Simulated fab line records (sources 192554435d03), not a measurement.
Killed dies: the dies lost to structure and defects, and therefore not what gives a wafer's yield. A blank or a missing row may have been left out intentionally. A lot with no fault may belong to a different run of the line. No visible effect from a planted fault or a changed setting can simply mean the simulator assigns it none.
fab line records	flow n5_finfet
record lots=13	wafers=39	last_day=20
route steps=1938 shown ZERO_LAYER@17 WELL_APT@48
lots with no fault: from the same line, run without faults
start_h: hours from the record's first day to the start of the lot's first wafer shown	wait_h: how many hours have passed since the lot's step before this one	" the same as in the row above	L1.1+2: a row that stands for several wafers	- either no value or no given start	* or withheld: withheld	< > ~ a bound
route shown NAME@n: NAME is a module with steps in the file, n the number in the route of the first one	usual: mean and standard deviation over wafers with no fault	same: alike in all rows	chamber/n: place in a boat	sites: each site's reading	_std_site: the values' standard deviation	_edge_site: mean of outer sites minus mean of inner sites	radius_mm: how far each site lies from the wafer's centre	mask NAME#n: copy n	behind: the most recent tool/chamber to have shaped the wafer	hold: why the lot was held/for how many hours/how that ended	device: which transistor (n, p or np) failed to switch	end of line: the tests these same wafers got at the end of their route	a step given without rows: its recipe and nothing more	killed: not the wafer's yield, but the dies lost to structure and defects at the first sort	map: per-die view of a wafer (x killed, . not killed, _ where there is no die)
set.NAME: the setting as run; set.NAME@STEP: as run at that earlier step	model.NAME: the simulator's own value behind a step, which no gauge read
a sample of lots followed through the steps of the route, with each step as a table and each wafer as a row
services: from which hour (start_h, from the record's first day; less than 0 if before it) a tool's chamber was out of use, for how many hours, and why
## steps
# step N5_ZERO_LAYER_STRIP_24
# recipe chemistry=O2	power_w=1000	temp_c=250	overash_fraction=0.3	pressure_mtorr=1000	o2_flow_sccm=6750
# usual drypump_motor_current_A=5.92/0.18	heater_power_w=348/37	oes_product_au=0.647/0.0049	strip_time_to_endpoint_s=43.84/0.072
lot.wafer	tool	chamber	start_h	wait_h	drypump_motor_current_A	heater_power_w	oes_product_au	rf_hours_counter_h	strip_time_to_endpoint_s
L527.2	plasma_asher-01	1	20.47	0.1	6.29	327	0.634	76	43.86
L527.3	"	0	"	"	5.89	319	0.650	-	43.81
L527.4	"	1	"	"	6.21	326	0.644	-	43.91
L528.1	plasma_asher-01	0	25.55	0.1	5.86	309	0.664	77	43.77
L528.2	"	1	"	"	6.22	316	0.638	77	43.76
L528.4	"	0	"	"	5.85	308	0.645	-	43.84
L529.1	plasma_asher-02	0	30.89	0.1	5.90	340	0.646	25	43.74
L529.2	"	1	"	"	5.74	414	0.645	25	43.80
L529.5	"	1	"	"	5.77	402	0.643	-	43.73
L531.3	plasma_asher-02	0	42.95	0.1	5.91	343	0.645	-	43.84
L531.5	"	1	"	"	5.77	417	0.651	-	43.81
L531.6	"	0	"	"	5.91	338	0.648	-	43.80
L532.3	plasma_asher-01	1	48.91	0.1	6.23	316	0.657	-	43.84
L532.5	"	1	"	"	6.19	321	0.636	-	43.76
L532.6	"	0	"	"	5.85	313	0.642	-	43.84
L538.1	plasma_asher-02	0	85.12	0.1	5.90	335	0.649	35	44.01
L538.4	"	1	"	"	5.76	407	0.644	-	43.91
L538.6	"	1	"	"	5.76	404	0.653	-	44.00
L541.2	plasma_asher-02	1	103.12	0.1	5.74	404	0.643	40	43.77
L541.4	"	1	"	"	5.78	402	0.634	-	43.84
L541.5	"	1	"	"	5.78	396	0.649	-	43.81
L542.1	plasma_asher-02	1	109.11	0.1	5.77	418	0.645	41	43.83
L542.4	"	1	"	"	5.76	396	0.650	-	43.84
L542.5	"	0	"	"	5.91	346	0.647	-	43.88
L543.1	plasma_asher-01	1	115.02	0.1	6.27	326	0.643	96	43.73
L543.4	"	1	"	"	6.28	324	0.653	-	43.82
L543.6	"	0	"	"	5.84	321	0.652	-	43.83
L544.1	plasma_asher-02	0	121.18	0.1	5.92	330	0.646	43	43.89
L544.2	"	1	"	"	5.76	405	0.646	43	43.90
L544.5	"	0	"	"	5.92	340	0.634	-	43.80
L545.1	plasma_asher-01	1	127.02	0.1	6.23	316	0.661	98	43.98
L545.3	"	1	"	"	6.23	328	0.644	-	43.93
L545.5	"	0	"	"	5.85	312	0.646	-	43.84
L548.1	plasma_asher-01	1	145.07	0.1	6.23	324	0.648	102	43.89
L548.2	"	0	"	"	5.78	313	0.651	102	43.90
L548.3	"	0	"	"	5.80	319	0.644	-	43.86
L549.4	plasma_asher-02	1	151.06	0.1	5.73	406	0.648	-	43.83
L549.5	"	0	"	"	5.91	339	0.649	-	43.83
L549.6	"	1	"	"	5.72	393	0.644	-	43.79
# step N5_ZERO_LAYER_INSPECT_20
# recipe inspect_instrument=darkfield	mode=post_clean
# usual raw_defect_count=33/14
lot.wafer	tool	chamber	start_h	wait_h	raw_defect_count
L527.2	defect_inspect-02	-	20.83	0.0	47
L527.3	"	-	"	"	66
L527.4	"	-	"	"	66
L528.1	defect_inspect-01	-	25.91	0.0	28
L528.2	"	-	"	"	25
L528.4	"	-	"	"	10
L529.1	defect_inspect-02	-	31.25	0.0	20
L529.2	"	-	"	"	32
L529.5	"	-	"	"	27
L531.3	defect_inspect-02	-	43.29	0.0	18
L531.5	"	-	"	"	30
L531.6	"	-	"	"	41
L532.3	defect_inspect-02	-	49.26	0.0	51
L532.5	"	-	"	"	25
L532.6	"	-	"	"	55
L538.1	defect_inspect-02	-	85.48	0.0	31
L538.4	"	-	"	"	16
L538.6	"	-	"	"	24
L541.2	defect_inspect-02	-	103.49	0.0	28
L541.4	"	-	"	"	27
L541.5	"	-	"	"	28
L542.1	defect_inspect-02	-	109.47	0.0	26
L542.4	"	-	"	"	35
L542.5	"	-	"	"	47
L543.1	defect_inspect-02	-	115.38	0.0	12
L543.4	"	-	"	"	37
L543.6	"	-	"	"	47
L544.1	defect_inspect-01	-	121.54	0.0	22
L544.2	"	-	"	"	31
L544.5	"	-	"	"	19
L545.1	defect_inspect-02	-	127.38	0.0	21
L545.3	"	-	"	"	15
L545.5	"	-	"	"	23
L548.1	defect_inspect-02	-	145.43	0.0	15
L548.2	"	-	"	"	21
L548.3	"	-	"	"	8
L549.4	defect_inspect-02	-	151.40	0.0	38
L549.5	"	-	"	"	50
L549.6	"	-	"	"	18
# step N5_WELL_APT_IMPLANT_32
# recipe species=BF2	energy_kev=50	dose_cm2=2e+13	tilt_deg=0	rotation_deg=0
# usual rotation_deg=-0.001/0.019
lot.wafer	tool	chamber	start_h	wait_h	rotation_deg
L527.2	implanter-02	0	22.77	0.1	-0.009
L527.3	"	0	"	"	-0.023
L527.4	"	0	"	"	-0.009
L527.2	implanter-02	0	23.12	0.3	-0.031
L527.3	"	0	"	"	-0.025
L527.4	"	0	"	"	-0.011
L528.1	implanter-02	0	28.14	0.1	0.003
L528.2	"	0	"	"	0.016
L528.4	"	0	"	"	0.028
L529.1	implanter-01	0	33.32	0.1	0.019
L529.2	"	0	"	"	0.029
L529.5	"	0	"	"	0.023
L529.1	implanter-01	0	33.67	0.3	0.021
L529.2	"	0	"	"	0.009
L529.5	"	0	"	"	-0.018
L531.3	implanter-02	0	45.15	0.1	-0.017
L531.5	"	0	"	"	-0.007
L531.6	"	0	"	"	-0.012
L532.3	implanter-01	0	51.33	0.1	0.053
L532.5	"	0	"	"	0.025
L532.6	"	0	"	"	0.015
L532.3	implanter-01	0	51.68	0.3	-0.036
L532.5	"	0	"	"	0.011
L532.6	"	0	"	"	-0.048
L538.1	implanter-02	0	87.63	0.1	-0.010
L538.4	"	0	"	"	0.012
L538.6	"	0	"	"	-0.006
L541.2	implanter-01	0	105.45	0.1	0.028
L541.4	"	0	"	"	0.031
L541.5	"	0	"	"	0.027
L542.1	implanter-01	0	111.59	0.1	0.017
L542.4	"	0	"	"	0.013
L542.5	"	0	"	"	0.008
L543.1	implanter-01	0	117.39	0.1	0.014
L543.4	"	0	"	"	0.031
L543.6	"	0	"	"	-0.007
L544.1	implanter-01	0	123.60	0.1	-0.009
L544.2	"	0	"	"	-0.015
L544.5	"	0	"	"	-0.007
L545.1	implanter-01	0	129.44	0.1	0.006
L545.3	"	0	"	"	0.023
L545.5	"	0	"	"	0.002
L548.1	implanter-01	0	147.47	0.1	0.000
L548.2	"	0	"	"	0.031
L548.3	"	0	"	"	0.006
L549.4	implanter-01	0	153.75	0.1	-0.017
L549.5	"	0	"	"	-0.012
L549.6	"	0	"	"	-0.009
# step N5_WELL_APT_EPI_41
# recipe material=Si	target_thk_a=500	temp_c=650	precursor=SiH4/H2	pressure_torr=20	time_s=297.7
# usual throttle_valve_pct=11.59/0.3
lot.wafer	tool	chamber	start_h	wait_h	throttle_valve_pct
L527.2	epi_rpcvd-02	0	24.13	0.2	11.69
L527.3	"	0	"	"	11.90
L527.4	"	0	"	"	11.89
L528.1	epi_rpcvd-02	0	28.93	0.0	12.00
L528.2	"	0	"	"	11.86
L528.4	"	0	"	"	12.07
L529.1	epi_rpcvd-03	0	34.71	0.0	11.48
L529.2	"	0	"	"	11.41
L529.5	"	0	"	"	11.40
L531.3	epi_rpcvd-01	0	46.01	0.2	11.37
L531.5	"	0	"	"	11.25
L531.6	"	0	"	"	11.40
L532.3	epi_rpcvd-02	0	52.62	0.2	11.88
L532.5	"	0	"	"	12.20
L532.6	"	0	"	"	12.04
L538.1	epi_rpcvd-03	0	88.52	0.0	11.19
L538.4	"	0	"	"	11.41
L538.6	"	0	"	"	11.52
L541.2	epi_rpcvd-03	0	106.24	0.1	11.20
L541.4	"	0	"	"	11.66
L541.5	"	0	"	"	11.46
L542.1	epi_rpcvd-02	0	112.33	0.0	11.70
L542.4	"	0	"	"	11.87
L542.5	"	0	"	"	11.93
L543.1	epi_rpcvd-03	0	118.15	0.0	11.63
L543.4	"	0	"	"	11.26
L543.6	"	0	"	"	11.20
L544.1	epi_rpcvd-01	0	124.51	0.0	11.44
L544.2	"	0	"	"	11.35
L544.5	"	0	"	"	11.35
L545.1	epi_rpcvd-02	0	130.19	0.0	11.93
L545.3	"	0	"	"	11.91
L545.5	"	0	"	"	12.01
L548.1	epi_rpcvd-01	0	148.21	0.0	11.40
L548.2	"	0	"	"	11.26
L548.3	"	0	"	"	11.33
L549.4	epi_rpcvd-01	0	154.80	0.4	11.36
L549.5	"	0	"	"	11.24
L549.6	"	0	"	"	11.43
## services
tool	chamber	start_h	hours	kind
implanter-02	-	2.92	3.0	repair
epi_rpcvd-01	-	14.21	0.5	repair
plasma_asher-02	-	17.73	2.8	pm
implanter-02	-	24.69	0.9	repair
implanter-02	-	30.59	6.5	pm
implanter-02	-	39.49	1.7	repair
implanter-02	-	46.77	5.5	repair
epi_rpcvd-01	-	94.39	0.5	pm
implanter-02	-	124.25	11.6	pm
epi_rpcvd-01	-	130.81	14.6	pm
plasma_asher-02	-	143.29	3.5	pm
plasma_asher-01	-	153.10	2.1	repair
## key
first_sign step=N5_WELL_APT_IMPLANT_32	reading=visit	direction=added
effect none on later readings
met_at N5_WELL_APT_IMPLANT_32
struck_lots L527,L529,L532
rows_end L529.1,L529.2,L529.5,L532.3,L532.5,L532.6
not_acting_at N5_ZERO_LAYER_STRIP_24,N5_ZERO_LAYER_INSPECT_20,N5_WELL_APT_EPI_41
fault kind=repeated_step_whole	tool=implanter-01,implanter-02	chamber=-	onset_h=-	steps=N5_WELL_APT_IMPLANT_32	times=1	scope=struck_lots_only
# rows_end: these wafers met a further fault down the route, and their rows from its step on are left out
